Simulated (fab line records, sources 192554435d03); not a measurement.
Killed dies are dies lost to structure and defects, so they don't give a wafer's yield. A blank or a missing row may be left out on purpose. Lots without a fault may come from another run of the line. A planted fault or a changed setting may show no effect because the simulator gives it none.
Chamber matching | flow n5_finfet | N5_FIN_CUT_CUT_ETCH_15 on rie_si-05: 4 sister chambers
The step etches Si in HBr/Cl2/O2, target depth 100 nm, bt time 10 s, time 42.4 s. 14 wafers are shown with their chamber, then 7 later ones without.

WAFERS WITH THEIR CHAMBER
wafer  | chamber | drypump_motor_current_A (A) | oes_product_au (a.u.) | O2_flow_sccm (sccm)
L076.2 | 3       | 5.8                         | 1.026                 | 12.00
L076.3 | 0       | 5.2                         | 0.984                 | 11.97
L076.6 | 1       | 5.5                         | 1.020                 | 11.98
L080.1 | 2       | 5.6                         | 1.019                 | 11.99
L080.3 | 3       | 5.8                         | 1.024                 | 11.95
L080.4 | 0       | 5.2                         | 0.983                 | 12.01
L081.1 | 2       | 5.6                         | 1.019                 | 12.00
L081.4 | 3       | 5.8                         | 1.027                 | 12.06
L081.6 | 1       | 5.5                         | 1.014                 | 12.05
L084.3 | 2       | 5.6                         | 1.020                 | 11.97
L084.4 | 3       | 5.8                         | 1.030                 | 11.98
L084.6 | 3       | 5.8                         | 1.024                 | 12.03
L093.1 | 2       | 5.6                         | 1.021                 | 12.04
L093.3 | 1       | 5.4                         | 1.013                 | 12.08

SIGNATURES (means of the wafers above)
reading                 | chamber 0 | chamber 1 | chamber 2 | chamber 3 | scatter within a chamber
drypump_motor_current_A | 5.200     | 5.467     | 5.600     | 5.800     | 0.0258
oes_product_au          | 0.98350   | 1.01567   | 1.01975   | 1.02620   | 0.00238
O2_flow_sccm            | 11.9900   | 12.0367   | 12.0000   | 12.0040   | 0.04
Rule: a wafer's distance from a chamber is the root of the sum, over the readings, of the square of ((its reading less the chamber's mean) divided by the reading's scatter). The wafer belongs to the nearest chamber; if the next one is less than 2 further off, it can't be placed. The scatter: the root of (the sum of the squares of (reading less its chamber's mean) over the shown wafers, divided by (wafers less chambers)).

WAFERS WITHOUT THEIR CHAMBER
wafer  | drypump_motor_current_A (A) | oes_product_au (a.u.) | O2_flow_sccm (sccm)
L093.5 | 5.4                         | 1.021                 | 12.03
L094.3 | 5.8                         | 1.026                 | 12.01
L094.5 | 5.2                         | 0.985                 | 12.01
L094.6 | 5.8                         | 1.026                 | 12.01
L097.1 | 5.6                         | 1.019                 | 12.02
L097.3 | 5.2                         | 0.979                 | 11.98
L097.4 | 5.8                         | 1.028                 | 12.06

WHICH CHAMBER EACH WENT THROUGH
wafer  | from the rows above | in truth
L093.5 | 1                   | 1
L094.3 | 3                   | 3
L094.5 | 0                   | 0
L094.6 | 3                   | 3
L097.1 | 2                   | 2
L097.3 | 0                   | 0
L097.4 | 3                   | 3
Placed correctly: 7 of 7. Can't be placed from these rows: 0. Placed wrongly: 0.
